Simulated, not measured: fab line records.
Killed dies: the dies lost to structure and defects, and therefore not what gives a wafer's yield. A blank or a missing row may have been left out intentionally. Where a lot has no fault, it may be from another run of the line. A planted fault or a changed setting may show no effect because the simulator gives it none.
Which of the tools did it? || flow n5 finfet || 11 lots with 32 wafers sampled at 5 steps, on a route of 1938 steps

## WHAT THE GAUGES READ, wafer by wafer
N5_BEOL_M4_RC_MEAS_101. Usual: DIBL_N 36.0 mV/V, standard deviation 2.5; DIBL_P 36.2 mV/V, standard deviation 3; IOFF_N 0.16 nA/um, standard deviation 0.044; IOFF_P 0.21 nA/um, standard deviation 0.049; IOFF_P_85C 3.7 nA/um, standard deviation 0.7; IOFF_P_LIN 0.100 nA/um, standard deviation 0.017; ION_N 671 uA/um, standard deviation 15; ION_P 461 uA/um, standard deviation 8.7; REXT_P 100.4 ohm.um, standard deviation 2.3; SS_N 71.5 mV/dec, standard deviation 0.72; SS_P 73.4 mV/dec, standard deviation 0.9; VT_N 251 mV, standard deviation 4.4; VT_P -250 mV, standard deviation 4; VT_P_LVT -99 mV, standard deviation 3.9.
{"lot": "L361", "measured": "day 8 12:22", "on": "prober-01", "DIBL_N (mV/V)": "34.7 36.7 33.9", "DIBL_P (mV/V)": "33.8 36.3 32.7", "IOFF_N (nA/um)": "0.13 0.16 0.12", "IOFF_P (nA/um)": "0.20 0.24 0.19", "IOFF_P_85C (nA/um)": "3.5 4.1 3.3", "IOFF_P_LIN (nA/um)": "0.102 0.117 0.097", "ION_N (uA/um)": "653 672 667", "ION_P (uA/um)": "456 469 468", "REXT_P (ohm.um)": "99.4 96.7 98.3", "SS_N (mV/dec)": "71.5 71.4 71.0", "SS_P (mV/dec)": "72.0 73.8 72.1", "VT_N (mV)": "255 249 252", "VT_P (mV)": "-250 -243 -246", "VT_P_LVT (mV)": "-97 -95 -97", "flag": ""}
{"lot": "L362", "measured": "day 8 21:15", "on": "prober-02", "DIBL_N (mV/V)": "34.6 33.6 33.5", "DIBL_P (mV/V)": "36.4 35.3 35.5", "IOFF_N (nA/um)": "0.13 0.13 0.13", "IOFF_P (nA/um)": "0.19 0.17 0.18", "IOFF_P_85C (nA/um)": "3.3 3.1 3.2", "IOFF_P_LIN (nA/um)": "0.090 0.084 0.087", "ION_N (uA/um)": "652 660 652", "ION_P (uA/um)": "449 452 447", "REXT_P (ohm.um)": "100.0 99.1 99.3", "SS_N (mV/dec)": "71.9 71.7 72.0", "SS_P (mV/dec)": "73.2 73.2 73.0", "VT_N (mV)": "254 253 254", "VT_P (mV)": "-252 -253 -255", "VT_P_LVT (mV)": "-101 -103 -103", "flag": ""}
{"lot": "L363", "measured": "day 8 21:51", "on": "prober-01", "DIBL_N (mV/V)": "39.1 36.2 35.8", "DIBL_P (mV/V)": "39.3 36.5 34.4", "IOFF_N (nA/um)": "0.23 0.17 0.16", "IOFF_P (nA/um)": "0.27 0.23 0.20", "IOFF_P_85C (nA/um)": "4.5 3.8 3.4", "IOFF_P_LIN (nA/um)": "0.121 0.108 0.097", "ION_N (uA/um)": "683 688 659", "ION_P (uA/um)": "463 468 451", "REXT_P (ohm.um)": "101.7 100.1 102.3", "SS_N (mV/dec)": "73.2 71.3 71.9", "SS_P (mV/dec)": "74.2 73.4 73.2", "VT_N (mV)": "247 248 249", "VT_P (mV)": "-246 -248 -248", "VT_P_LVT (mV)": "-94 -96 -98", "flag": ""}
{"lot": "L364", "measured": "day 9 14:58", "on": "prober-02", "DIBL_N (mV/V)": "32.7 37.3 35.7", "DIBL_P (mV/V)": "34.3 40.0 38.5", "IOFF_N (nA/um)": "0.12 0.20 0.16", "IOFF_P (nA/um)": "0.18 0.24 0.24", "IOFF_P_85C (nA/um)": "3.3 4.1 4.0", "IOFF_P_LIN (nA/um)": "0.089 0.107 0.106", "ION_N (uA/um)": "656 677 663", "ION_P (uA/um)": "455 459 461", "REXT_P (ohm.um)": "100.2 103.2 99.0", "SS_N (mV/dec)": "70.9 72.3 71.7", "SS_P (mV/dec)": "72.2 74.3 74.3", "VT_N (mV)": "252 247 253", "VT_P (mV)": "-249 -249 -247", "VT_P_LVT (mV)": "-101 -98 -98", "flag": ""}
{"lot": "L365", "measured": "day 9 23:35", "on": "prober-01", "DIBL_N (mV/V)": "37.4 38.0 38.5", "DIBL_P (mV/V)": "38.6 39.2 39.4", "IOFF_N (nA/um)": "0.19 0.19 0.20", "IOFF_P (nA/um)": "0.24 0.25 0.24", "IOFF_P_85C (nA/um)": "4.0 4.1 4.0", "IOFF_P_LIN (nA/um)": "0.109 0.111 0.107", "ION_N (uA/um)": "694 670 678", "ION_P (uA/um)": "470 454 457", "REXT_P (ohm.um)": "100.5 102.1 100.1", "SS_N (mV/dec)": "72.2 72.3 72.9", "SS_P (mV/dec)": "73.8 73.3 74.5", "VT_N (mV)": "249 250 249", "VT_P (mV)": "-247 -252 -251", "VT_P_LVT (mV)": "-99 -100 -100", "flag": ""}
{"lot": "L368", "measured": "day 10 07:52", "on": "prober-02", "DIBL_N (mV/V)": "37.0 36.0 39.7", "DIBL_P (mV/V)": "36.6 35.6 40.1", "IOFF_N (nA/um)": "0.16 0.14 0.21", "IOFF_P (nA/um)": "0.20 0.19 0.26", "IOFF_P_85C (nA/um)": "3.4 3.3 4.3", "IOFF_P_LIN (nA/um)": "0.093 0.091 0.112", "ION_N (uA/um)": "669 663 700", "ION_P (uA/um)": "457 460 473", "REXT_P (ohm.um)": "101.8 99.9 101.3", "SS_N (mV/dec)": "72.0 71.0 72.0", "SS_P (mV/dec)": "73.2 72.6 74.0", "VT_N (mV)": "254 255 246", "VT_P (mV)": "-252 -251 -249", "VT_P_LVT (mV)": "-101 -100 -96", "flag": ""}
{"lot": "L378", "measured": "day 13 13:41", "on": "prober-02", "DIBL_N (mV/V)": "36.5 40.5 36.9", "DIBL_P (mV/V)": "36.2 57.4 37.0", "IOFF_N (nA/um)": "0.14 0.22 0.14", "IOFF_P (nA/um)": "0.20 1.65 0.22", "IOFF_P_85C (nA/um)": "3.6 20.7 3.8", "IOFF_P_LIN (nA/um)": "0.099 0.519 0.103", "ION_N (uA/um)": "670 674 665", "ION_P (uA/um)": "456 540 464", "REXT_P (ohm.um)": "101.8 80.0 97.6", "SS_N (mV/dec)": "71.0 72.4 71.9", "SS_P (mV/dec)": "73.2 77.8 74.0", "VT_N (mV)": "250 246 253", "VT_P (mV)": "-254 -217 -250", "VT_P_LVT (mV)": "-98 -64 -98", "flag": "OFF"}
{"lot": "L381", "measured": "day 13 18:57", "on": "prober-02", "DIBL_N (mV/V)": "36.2 33.7 39.4", "DIBL_P (mV/V)": "37.6 33.4 39.8", "IOFF_N (nA/um)": "0.16 0.11 0.22", "IOFF_P (nA/um)": "0.25 0.17 0.28", "IOFF_P_85C (nA/um)": "4.3 3.1 4.8", "IOFF_P_LIN (nA/um)": "0.114 0.085 0.124", "ION_N (uA/um)": "674 657 694", "ION_P (uA/um)": "477 453 471", "REXT_P (ohm.um)": "95.6 98.7 97.8", "SS_N (mV/dec)": "71.6 71.6 73.2", "SS_P (mV/dec)": "73.7 72.2 73.9", "VT_N (mV)": "250 256 243", "VT_P (mV)": "-247 -254 -246", "VT_P_LVT (mV)": "-98 -104 -97", "flag": ""}
{"lot": "L382", "measured": "day 13 21:25", "on": "prober-01", "DIBL_N (mV/V)": "36.4 39.7 34.3", "DIBL_P (mV/V)": "36.3 40.5 32.5", "IOFF_N (nA/um)": "0.17 0.26 0.13", "IOFF_P (nA/um)": "0.25 0.34 0.18", "IOFF_P_85C (nA/um)": "4.2 5.4 3.3", "IOFF_P_LIN (nA/um)": "0.114 0.143 0.093", "ION_N (uA/um)": "678 698 672", "ION_P (uA/um)": "473 475 460", "REXT_P (ohm.um)": "99.5 100.9 102.8", "SS_N (mV/dec)": "72.1 72.2 70.5", "SS_P (mV/dec)": "73.6 74.3 72.5", "VT_N (mV)": "251 242 251", "VT_P (mV)": "-248 -244 -249", "VT_P_LVT (mV)": "-95 -90 -98", "flag": ""}
{"lot": "L383", "measured": "day 13 20:39", "on": "prober-01", "DIBL_N (mV/V)": "40.1 36.2 37.9", "DIBL_P (mV/V)": "40.6 35.1 37.6", "IOFF_N (nA/um)": "0.25 0.13 0.19", "IOFF_P (nA/um)": "0.31 0.19 0.25", "IOFF_P_85C (nA/um)": "5.0 3.4 4.2", "IOFF_P_LIN (nA/um)": "0.130 0.093 0.113", "ION_N (uA/um)": "689 651 675", "ION_P (uA/um)": "470 453 463", "REXT_P (ohm.um)": "98.2 100.0 99.9", "SS_N (mV/dec)": "73.0 71.1 71.8", "SS_P (mV/dec)": "74.3 73.0 73.6", "VT_N (mV)": "245 255 246", "VT_P (mV)": "-242 -252 -246", "VT_P_LVT (mV)": "-94 -100 -96", "flag": ""}
{"lot": "L384", "measured": "day 14 06:51", "on": "prober-02", "DIBL_N (mV/V)": "37.1 34.0", "DIBL_P (mV/V)": "38.2 34.5", "IOFF_N (nA/um)": "0.17 0.12", "IOFF_P (nA/um)": "0.21 0.16", "IOFF_P_85C (nA/um)": "3.7 2.9", "IOFF_P_LIN (nA/um)": "0.095 0.078", "ION_N (uA/um)": "685 675", "ION_P (uA/um)": "470 460", "REXT_P (ohm.um)": "102.0 101.5", "SS_N (mV/dec)": "71.1 70.8", "SS_P (mV/dec)": "74.5 73.5", "VT_N (mV)": "253 252", "VT_P (mV)": "-253 -258", "VT_P_LVT (mV)": "-103 -105", "flag": ""}

## EACH LOT AND THE TOOL THAT RAN IT (in order: tool; ch and the chambers of the sampled wafers; start)
{"lot": "L361", "N5_SD_EPI_P_VAPOR_ETCH_44": "epi rpcvd-02 ch 0, day 3 05:41", "N5_BEOL_M4_DEGAS_44": "pvd sputter-03, day 8 08:10", "N5_BEOL_M4_SPUTTER_90": "pvd sputter-02, day 8 10:17", "N5_BEOL_M4_SPUTTER_92": "pvd sputter-02, day 8 10:31"}
{"lot": "L362", "N5_SD_EPI_P_VAPOR_ETCH_44": "epi rpcvd-04 ch 0, day 3 14:59", "N5_BEOL_M4_DEGAS_44": "pvd sputter-03, day 8 17:08", "N5_BEOL_M4_SPUTTER_90": "pvd sputter-02, day 8 18:53", "N5_BEOL_M4_SPUTTER_92": "pvd sputter-02, day 8 19:07"}
{"lot": "L363", "N5_SD_EPI_P_VAPOR_ETCH_44": "epi rpcvd-03 ch 0, day 3 22:58", "N5_BEOL_M4_DEGAS_44": "pvd sputter-03, day 8 17:25", "N5_BEOL_M4_SPUTTER_90": "pvd sputter-01, day 8 19:21", "N5_BEOL_M4_SPUTTER_92": "pvd sputter-01, day 8 19:34"}
{"lot": "L364", "N5_SD_EPI_P_VAPOR_ETCH_44": "epi rpcvd-02 ch 0, day 4 00:40", "N5_BEOL_M4_DEGAS_44": "pvd sputter-01, day 9 11:14", "N5_BEOL_M4_SPUTTER_90": "pvd sputter-01, day 9 12:53", "N5_BEOL_M4_SPUTTER_92": "pvd sputter-01, day 9 13:06"}
{"lot": "L365", "N5_SD_EPI_P_VAPOR_ETCH_44": "epi rpcvd-03 ch 0, day 4 10:49", "N5_BEOL_M4_DEGAS_44": "pvd sputter-02, day 9 19:55", "N5_BEOL_M4_SPUTTER_90": "pvd sputter-02, day 9 21:41", "N5_BEOL_M4_SPUTTER_92": "pvd sputter-02, day 9 21:54"}
{"lot": "L368", "N5_SD_EPI_P_VAPOR_ETCH_44": "epi rpcvd-02 ch 0, day 5 06:11", "N5_BEOL_M4_DEGAS_44": "pvd sputter-03, day 10 02:41", "N5_BEOL_M4_SPUTTER_90": "pvd sputter-03, day 10 05:49", "N5_BEOL_M4_SPUTTER_92": "pvd sputter-03, day 10 06:02"}
{"lot": "L378", "N5_SD_EPI_P_VAPOR_ETCH_44": "epi rpcvd-03 ch 0, day 7 13:54", "N5_BEOL_M4_DEGAS_44": "pvd sputter-01, day 13 08:47", "N5_BEOL_M4_SPUTTER_90": "pvd sputter-01, day 13 11:20", "N5_BEOL_M4_SPUTTER_92": "pvd sputter-01, day 13 11:33"}
{"lot": "L381", "N5_SD_EPI_P_VAPOR_ETCH_44": "epi rpcvd-04 ch 0, day 8 06:58", "N5_BEOL_M4_DEGAS_44": "pvd sputter-01, day 13 15:05", "N5_BEOL_M4_SPUTTER_90": "pvd sputter-01, day 13 16:52", "N5_BEOL_M4_SPUTTER_92": "pvd sputter-01, day 13 17:05"}
{"lot": "L382", "N5_SD_EPI_P_VAPOR_ETCH_44": "epi rpcvd-04 ch 0, day 8 14:24", "N5_BEOL_M4_DEGAS_44": "pvd sputter-03, day 13 16:55", "N5_BEOL_M4_SPUTTER_90": "pvd sputter-01, day 13 18:58", "N5_BEOL_M4_SPUTTER_92": "pvd sputter-01, day 13 19:11"}
{"lot": "L383", "N5_SD_EPI_P_VAPOR_ETCH_44": "epi rpcvd-02 ch 0, day 8 20:12", "N5_BEOL_M4_DEGAS_44": "pvd sputter-03, day 13 16:32", "N5_BEOL_M4_SPUTTER_90": "pvd sputter-02, day 13 18:25", "N5_BEOL_M4_SPUTTER_92": "pvd sputter-02, day 13 18:39"}
{"lot": "L384", "N5_SD_EPI_P_VAPOR_ETCH_44": "epi rpcvd-04 ch 0, day 9 04:07", "N5_BEOL_M4_DEGAS_44": "pvd sputter-03, day 14 02:54", "N5_BEOL_M4_SPUTTER_90": "pvd sputter-03, day 14 04:56", "N5_BEOL_M4_SPUTTER_92": "pvd sputter-03, day 14 05:10"}
- N5_SD_EPI_P_VAPOR_ETCH_44: etches SiGe30 in NF3/Ar, time 3.3 s.
- N5_BEOL_M4_DEGAS_44: time 60 s.
- N5_BEOL_M4_SPUTTER_90: material Cu, target thk 4.5 nm, time 8.29 s.
- N5_BEOL_M4_SPUTTER_92: material Cu, target thk 4.5 nm, time 8.29 s.

## WHAT THE TOOLS THEMSELVES READ (means of the sampled wafers that have a number; where no wafer has one, the mark that the record gives instead)
N5_BEOL_M4_DEGAS_44. Usual: heater power w 337 W, standard deviation 23.
{"lot": "L361", "tool": "pvd sputter-03", "heater power w (W)": 327, "flag": ""}
{"lot": "L362", "tool": "pvd sputter-03", "heater power w (W)": 325, "flag": ""}
{"lot": "L363", "tool": "pvd sputter-03", "heater power w (W)": 327, "flag": ""}
{"lot": "L364", "tool": "pvd sputter-01", "heater power w (W)": 339, "flag": ""}
{"lot": "L365", "tool": "pvd sputter-02", "heater power w (W)": 332, "flag": ""}
{"lot": "L368", "tool": "pvd sputter-03", "heater power w (W)": 347, "flag": ""}
{"lot": "L378", "tool": "pvd sputter-01", "heater power w (W)": 344, "flag": ""}
{"lot": "L381", "tool": "pvd sputter-01", "heater power w (W)": 352, "flag": ""}
{"lot": "L382", "tool": "pvd sputter-03", "heater power w (W)": 330, "flag": ""}
{"lot": "L383", "tool": "pvd sputter-03", "heater power w (W)": 328, "flag": ""}
{"lot": "L384", "tool": "pvd sputter-03", "heater power w (W)": 314, "flag": ""}

N5_BEOL_M4_SPUTTER_90. Usual: throttle valve pct 29.8 %, standard deviation 0.8.
{"lot": "L361", "tool": "pvd sputter-02", "throttle valve pct (%)": 30.3, "flag": ""}
{"lot": "L362", "tool": "pvd sputter-02", "throttle valve pct (%)": 30.7, "flag": ""}
{"lot": "L363", "tool": "pvd sputter-01", "throttle valve pct (%)": 29.1, "flag": ""}
{"lot": "L364", "tool": "pvd sputter-01", "throttle valve pct (%)": 29.1, "flag": ""}
{"lot": "L365", "tool": "pvd sputter-02", "throttle valve pct (%)": 29.9, "flag": ""}
{"lot": "L368", "tool": "pvd sputter-03", "throttle valve pct (%)": 29.8, "flag": ""}
{"lot": "L378", "tool": "pvd sputter-01", "throttle valve pct (%)": 29.4, "flag": ""}
{"lot": "L381", "tool": "pvd sputter-01", "throttle valve pct (%)": 29.0, "flag": ""}
{"lot": "L382", "tool": "pvd sputter-01", "throttle valve pct (%)": 29.8, "flag": ""}
{"lot": "L383", "tool": "pvd sputter-02", "throttle valve pct (%)": 30.3, "flag": ""}
{"lot": "L384", "tool": "pvd sputter-03", "throttle valve pct (%)": 29.6, "flag": ""}

N5_BEOL_M4_SPUTTER_92. Usual: throttle valve pct 29.8 %, standard deviation 0.85.
{"lot": "L361", "tool": "pvd sputter-02", "throttle valve pct (%)": 30.4, "flag": ""}
{"lot": "L362", "tool": "pvd sputter-02", "throttle valve pct (%)": 30.6, "flag": ""}
{"lot": "L363", "tool": "pvd sputter-01", "throttle valve pct (%)": 29.0, "flag": ""}
{"lot": "L364", "tool": "pvd sputter-01", "throttle valve pct (%)": 29.1, "flag": ""}
{"lot": "L365", "tool": "pvd sputter-02", "throttle valve pct (%)": 29.9, "flag": ""}
{"lot": "L368", "tool": "pvd sputter-03", "throttle valve pct (%)": 29.8, "flag": ""}
{"lot": "L378", "tool": "pvd sputter-01", "throttle valve pct (%)": 29.6, "flag": ""}
{"lot": "L381", "tool": "pvd sputter-01", "throttle valve pct (%)": 28.9, "flag": ""}
{"lot": "L382", "tool": "pvd sputter-01", "throttle valve pct (%)": 29.9, "flag": ""}
{"lot": "L383", "tool": "pvd sputter-02", "throttle valve pct (%)": 30.2, "flag": ""}
{"lot": "L384", "tool": "pvd sputter-03", "throttle valve pct (%)": 29.7, "flag": ""}

## THE ANSWER, worked out from the rows above alone
Rule: a lot counts as off when the mean over its wafers that have a number is more than 3 standard deviations away from the usual mean. Also off: a lot with no number at a reading for which 4 or more lots have one. Where the step has rows for the other lots, those lots are counted as sound. After the gauges, taken in route order, come the tools' own readings; for these a lot's mean is taken, as printed above. At the first step where some lot is off, the reading lying furthest off is the one used; lots without a number count as furthest.
Off: L378, seen at N5_BEOL_M4_RC_MEAS_101 (IOFF_P).
A tool fits if, at a process step before that reading, it ran every lot that is off, and no sound lot after the first of them. Gauges at N5_BEOL_M4_RC_MEAS_101: tried the same way as those tools. One candidate fits, namely epi rpcvd-03 at N5_SD_EPI_P_VAPOR_ETCH_44. A fault onset in the window from L365 (day 4 10:49, its last sound lot) to L378 (day 7 13:54, its first lot off) fits.

## WHAT THE SIMULATOR HAD PUT IN
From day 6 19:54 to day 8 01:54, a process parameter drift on epi rpcvd-03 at N5_SD_EPI_P_VAPOR_ETCH_44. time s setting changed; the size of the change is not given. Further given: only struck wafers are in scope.
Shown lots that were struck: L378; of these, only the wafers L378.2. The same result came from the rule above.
